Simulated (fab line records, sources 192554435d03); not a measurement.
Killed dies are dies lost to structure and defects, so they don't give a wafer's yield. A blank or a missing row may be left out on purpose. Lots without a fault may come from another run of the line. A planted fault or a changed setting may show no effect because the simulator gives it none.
A struck lot beside a sound one | flow n5_finfet | 27 steps out of a route of 1938
Sound: wafers L791.1, L791.2, L791.5. Struck: wafer L779.4. (L779.2, L779.3 of the same lot were not struck and are left out.) The cause comes at the end.
At each step with rows: each side's tool, then ch and its chambers, then its first start. Under that, the readings that differ: sound wafers | struck wafers | difference of the means | sigmas: that difference in standard deviations of wafers without a fault.
alike: readings whose means differ by less than 2 such deviations, and words and numbers that are the same on both sides. not compared: withheld readings, readings that some wafer has no value for, bounds like >300 that may hide the same value, and numbers for which the record gives no deviation and whose values overlap.
The two part at a step that has a row with sigmas, a row that says differs or no value, or rows on one side only. Numbers that don't overlap but have no deviation are shown without sigmas and don't part them. A reading that every wafer of one side lacks parts them only if that side has two wafers or more.

N5_BEOL_M6_ETCH_62: etches SOC in N2/H2, target depth 110 nm, overetch 22 nm, time 165 s.
  sound on rie_diel-05 ch 0,2, day 13 00:04; struck on rie_diel-05 ch 3, day 9 08:55
  reading                | sound             | struck | difference | sigmas
  throttle_valve_pct (%) | 17.81 17.41 17.40 | 18.36  | +0.82      | +3
  alike: drypump_motor_current_A, n2_flow_sccm, oes_product_au, rf_vpp_V, showerhead_plenum_p_Torr
  not compared: rf_hours_counter_h
then, 2 steps without rows for these wafers: N5_BEOL_M6_STRIP_68 (strips in N2/H2); N5_BEOL_M6_STRIP_67 (strips in CF4).
N5_BEOL_M6_HM_OPEN_17: chemistry Cl2/BCl3, target TiN, target depth 20 nm, overetch 6 nm.
  sound on rie_metal-03 ch 1, day 13 00:16; struck on rie_metal-03 ch 0, day 9 09:06
  reading                | sound             | struck | difference | sigmas
  throttle_valve_pct (%) | 22.48 22.50 22.50 | 22.07  | -0.42      | -2
  alike: drypump_motor_current_A, oes_product_au
  not compared: rf_hours_counter_h
N5_BEOL_M6_STRIP_19: strips in O2.
  sound on rie_diel-04 ch 0,1,3, day 13 00:28; struck on rie_diel-05 ch 3, day 9 09:13
  reading                | sound             | struck | difference | sigmas
  throttle_valve_pct (%) | 16.28 16.33 16.51 | 16.89  | +0.52      | +2
  alike: drypump_motor_current_A, oes_product_au, rf_vpp_V, showerhead_plenum_p_Torr
  not compared: rf_hours_counter_h
N5_BEOL_M6_CD_MEAS_18: pitch 80 nm, target cd 40 nm.
  sound on cd_sem-02, day 13 00:32; struck on cd_sem-03, day 9 09:17
  alike: cd_nm
then, 6 steps without rows for these wafers: N5_BEOL_M6_COAT_63 (time 60 s, resist thk 60 nm); N5_BEOL_M6_COAT_64 (time 60 s, resist thk 12 nm); N5_BEOL_M6_COAT_71 (time 60 s, resist thk 5 nm); N5_BEOL_M6_COAT_22 (resist thk 30 nm); N5_BEOL_M6_EBR_24; N5_BEOL_M6_SOFTBAKE_23 (time 60 s).
N5_BEOL_M6_EXPOSE_25: exposes mask V5, target cd 40 nm.
  sound on euv_scanner-01 ch 0, day 13 00:43; struck on euv_scanner-02 ch 0, day 9 11:48
  reading              | sound             | struck | difference | sigmas
  exposure_dose_mJ_cm2 | 44.79 44.75 44.81 | 44.96  | +0.18      | +3
  alike: mask
then, 2 steps without rows for these wafers: N5_BEOL_M6_PEB_26 (peb time 60 s); N5_BEOL_M6_DEVELOP_27 (develop time 30 s).
N5_BEOL_M6_CD_MEAS_28: target cd 40 nm.
  sound on cd_sem-02 ch 0, day 13 00:50; struck on cd_sem-02 ch 0, day 9 11:56
  alike: cd_nm
N5_BEOL_M6_OVL_MEAS_29:
  sound on overlay-01 ch 0, day 13 00:52; struck on overlay-02 ch 0, day 9 11:58
  alike: V5_OVL
N5_BEOL_M6_INSPECT_30: inspects for defects (brightfield).
  sound on defect_inspect-02, day 13 00:56; struck on defect_inspect-01, day 9 12:01
  alike: raw_defect_count
N5_BEOL_M6_DESCUM_33: chemistry O2, time 7 s.
  sound on rie_diel-04 ch 0,2,3, day 13 00:58; struck on rie_diel-06 ch 2, day 9 12:24
  reading                  | sound             | struck | difference | sigmas
  rf_vpp_V (V)             | 246.6 246.2 241.5 | 239.7  | -5.1       | -3
  model.BEOL_M6.cd_nm (nm) | 40.2 40.2 40      | 40.4   | +0.3       |
  alike: drypump_motor_current_A, oes_product_au, showerhead_plenum_p_Torr, throttle_valve_pct
  not compared: rf_hours_counter_h
then, 1 step without rows for these wafers: N5_BEOL_M6_ETCH_72 (etches underlayer in N2/H2, target depth 6.5 nm, time 5.2 s).
N5_BEOL_M6_ETCH_65: etches SiARC in CF4, target depth 15.6 nm, time 26 s.
  sound on rie_diel-04 ch 0,2,3, day 13 01:01; struck on rie_diel-06 ch 2, day 9 12:27
  reading      | sound             | struck | difference | sigmas
  rf_vpp_V (V) | 186.2 184.7 182.6 | 181.5  | -3.0       | -2
  alike: drypump_motor_current_A, etch_rf_on_time_s, oes_product_au, showerhead_plenum_p_Torr, throttle_valve_pct
  not compared: rf_hours_counter_h
N5_BEOL_M6_ETCH_66: etches SOC in N2/H2, target depth 80 nm, overetch 16 nm, time 120 s.
  sound on rie_diel-04 ch 0,2,3, day 13 01:02; struck on rie_diel-06 ch 2, day 9 12:29
  reading      | sound       | struck | difference | sigmas
  rf_vpp_V (V) | 529 527 521 | 519    | -7         | -2
  alike: drypump_motor_current_A, n2_flow_sccm, oes_product_au, showerhead_plenum_p_Torr, throttle_valve_pct
  not compared: rf_hours_counter_h
then, 2 steps without rows for these wafers: N5_BEOL_M6_STRIP_69 (strips in N2/H2); N5_BEOL_M6_STRIP_73 (strips in N2/H2).
N5_BEOL_M6_VIA_ETCH_34: etches SiCOH lowk in C4F6/O2, target depth 126.3 nm, time 50.9 s.
  sound on rie_diel-04 ch 0,2,3, day 13 01:08; struck on rie_diel-06 ch 2, day 9 12:35
  reading                         | sound          | struck | difference | sigmas
  showerhead_plenum_p_Torr (Torr) | 3.05 2.92 2.79 | 2.67   | -0.25      | -2
  model.BEOL_M6.cd_nm (nm)        | 40 40 40.2     | 40.8   | +0.7       |
  alike: drypump_motor_current_A, oes_f_703_au, oes_o_777_au, oes_product_au, rf_vpp_V, throttle_valve_pct
  not compared: rf_hours_counter_h
then, 1 step without rows for these wafers: N5_BEOL_M6_STRIP_76 (strips in C4F6/O2).
-- the record jumps here: 4 days lie between the struck wafers' starts before and after (it left off in module BEOL_M6 and takes up again in module PASSIVATION, whose first step shown is number 1936 of the route) --
N5_PASSIVATION_PROBE_49:
  sound on prober-02, day 17 06:11; struck on prober-02, day 13 02:44
  alike: defect_limited_yield, killed_at_M0_to_M3, killed_at_M4_up, killed_at_contacts, killed_at_front_end, killed_at_other, killed_dies, killed_open, killed_short, sort_bin_5_function, sort_bin_6_memory, sort_n_pass, sort_yield_pct

WHERE THEY PART
First at N5_BEOL_M6_ETCH_62; last, within this record, at N5_BEOL_M6_VIA_ETCH_34. Later steps at which nothing parts them and some readings are alike: N5_PASSIVATION_PROBE_49.

WHY: what the simulator had put in
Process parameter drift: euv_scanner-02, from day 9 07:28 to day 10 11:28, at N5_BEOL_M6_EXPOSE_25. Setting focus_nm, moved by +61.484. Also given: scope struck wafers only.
